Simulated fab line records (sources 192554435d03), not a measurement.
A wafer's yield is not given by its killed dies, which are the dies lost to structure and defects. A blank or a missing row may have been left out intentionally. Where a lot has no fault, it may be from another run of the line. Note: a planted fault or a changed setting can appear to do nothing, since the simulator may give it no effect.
A lot that was struck, set against a sound lot :: flow n5 finfet :: 18 out of 1938 route steps
Sound: the wafers L212.2, L212.5, L212.6. Wafers L222.5, L222.6 were the ones struck. Last of all comes the cause.
At each step with rows: each side's tool, then ch and its chambers, then its first start. Under that, the readings that differ: sound wafers :: struck wafers :: difference of the means :: sigmas: that difference in standard deviations of wafers without a fault.
alike: same words and numbers on both sides, and readings whose means sit less than 2 such deviations apart. not compared: any withheld reading, any reading some wafer has no value for, any bound like >300 that may hide the same value, and any number with overlapping values for which the record gives no deviation.
A row with sigmas, a row that says differs or no value, or rows on one side alone: a step with any of these is where the two part. Numbers that have no deviation but don't overlap get no sigmas and don't part them. Lack of a reading on every wafer of one side parts them only where that side has two or more wafers.

first, 7 steps without rows for these wafers: N5_BEOL_M6_COAT_60 (time 60 s, resist thk 35 nm); N5_BEOL_M6_COAT_05 (resist thk 90 nm); N5_BEOL_M6_EBR_07; N5_BEOL_M6_SOFTBAKE_06 (time 60 s); N5_BEOL_M6_EXPOSE_08 (exposes mask M6); N5_BEOL_M6_PEB_09 (peb time 60 s); N5_BEOL_M6_DEVELOP_10 (develop time 30 s).
N5_BEOL_M6_CD_MEAS_11 targets a cd of 38.5 nm.
  sound on cd sem-01 ch 0, day 8 23:46; struck on cd sem-03 ch 0, day 11 21:04
  alike: cd nm
N5_BEOL_M6_OVL_MEAS_12:
  sound on overlay-02 ch 0, day 8 23:47; struck on overlay-01 ch 0, day 11 21:06
  alike: M6_OVL
N5_BEOL_M6_INSPECT_13: inspects for defects (brightfield).
  sound on defect inspect-01, day 8 23:49; struck on defect inspect-01, day 11 21:08
  alike: raw defect count
N5_BEOL_M6_DESCUM_16: chemistry O2, time 7.9 s.
  sound on rie diel-05 ch 1,2,3, day 8 23:56; struck on rie diel-04 ch 1,2, day 11 21:10
  alike: drypump motor current A, oes product au, rf vpp V, showerhead plenum p Torr, throttle valve pct
  not compared: rf hours counter h
N5_BEOL_M6_ETCH_61: etches SiARC in CF4, target depth 45.5 nm, time 75.8 s.
  sound on rie diel-05 ch 1,2,3, day 8 23:58; struck on rie diel-04 ch 1,2, day 11 21:13
reading: etch rf on time s (s)
sound: 71.9 73.4 71.8
struck: 79.5 75.0
difference: +4.9
sigmas: +2
  alike: bias w, drypump motor current A, oes product au, rf vpp V, showerhead plenum p Torr, throttle valve pct
  not compared: rf hours counter h
N5_BEOL_M6_ETCH_62: etches SOC in N2/H2, target depth 110 nm, overetch 22 nm, time 165 s.
  sound on rie diel-05 ch 1,2,3, day 9 00:02; struck on rie diel-04 ch 1,2, day 11 21:19
reading: model.SiARC_of_BEOL_M6_COAT_60.thk nm (nm)
sound: 28 28 28.4
struck: 26.8 26.6
difference: -1.4
sigmas: 
  alike: bias w, drypump motor current A, h2 flow sccm, oes product au, rf vpp V, showerhead plenum p Torr, throttle valve pct
  not compared: rf hours counter h, model.BEOL_M6.cd offset nm
then, 1 step without rows for these wafers: N5_BEOL_M6_STRIP_68 (strips in N2/H2).
N5_BEOL_M6_STRIP_67: strips in CF4.
  sound on rie diel-05 ch 1,2,3, day 9 00:10; struck on rie diel-04 ch 1,2, day 11 21:24
  alike: drypump motor current A, oes product au, rf vpp V, showerhead plenum p Torr, throttle valve pct
  not compared: rf hours counter h
N5_BEOL_M6_HM_OPEN_17: chemistry Cl2/BCl3, target TiN, target depth 20 nm, overetch 6 nm.
  sound on rie metal-02 ch 0,1, day 9 00:15; struck on rie metal-02 ch 0,1, day 11 21:30
  alike: bias w, drypump motor current A, oes product au, throttle valve pct
  not compared: rf hours counter h, model.BEOL_M6.cd offset nm
N5_BEOL_M6_STRIP_19: strips in O2.
  sound on rie diel-05 ch 0,3, day 9 00:24; struck on rie diel-05 ch 0,2, day 11 21:34
  alike: drypump motor current A, oes product au, rf vpp V, showerhead plenum p Torr, throttle valve pct
  not compared: rf hours counter h
then, 1 step without rows for these wafers: N5_PASSIVATION_PROBE_49.

== WHERE THEY PART ==
At N5_BEOL_M6_ETCH_61 and nowhere else, as far as this record goes. Later steps at which nothing parts them and some readings are alike: N5_BEOL_M6_ETCH_62, N5_BEOL_M6_STRIP_67, N5_BEOL_M6_HM_OPEN_17, N5_BEOL_M6_STRIP_19.

WHY: whatever the simulator had introduced
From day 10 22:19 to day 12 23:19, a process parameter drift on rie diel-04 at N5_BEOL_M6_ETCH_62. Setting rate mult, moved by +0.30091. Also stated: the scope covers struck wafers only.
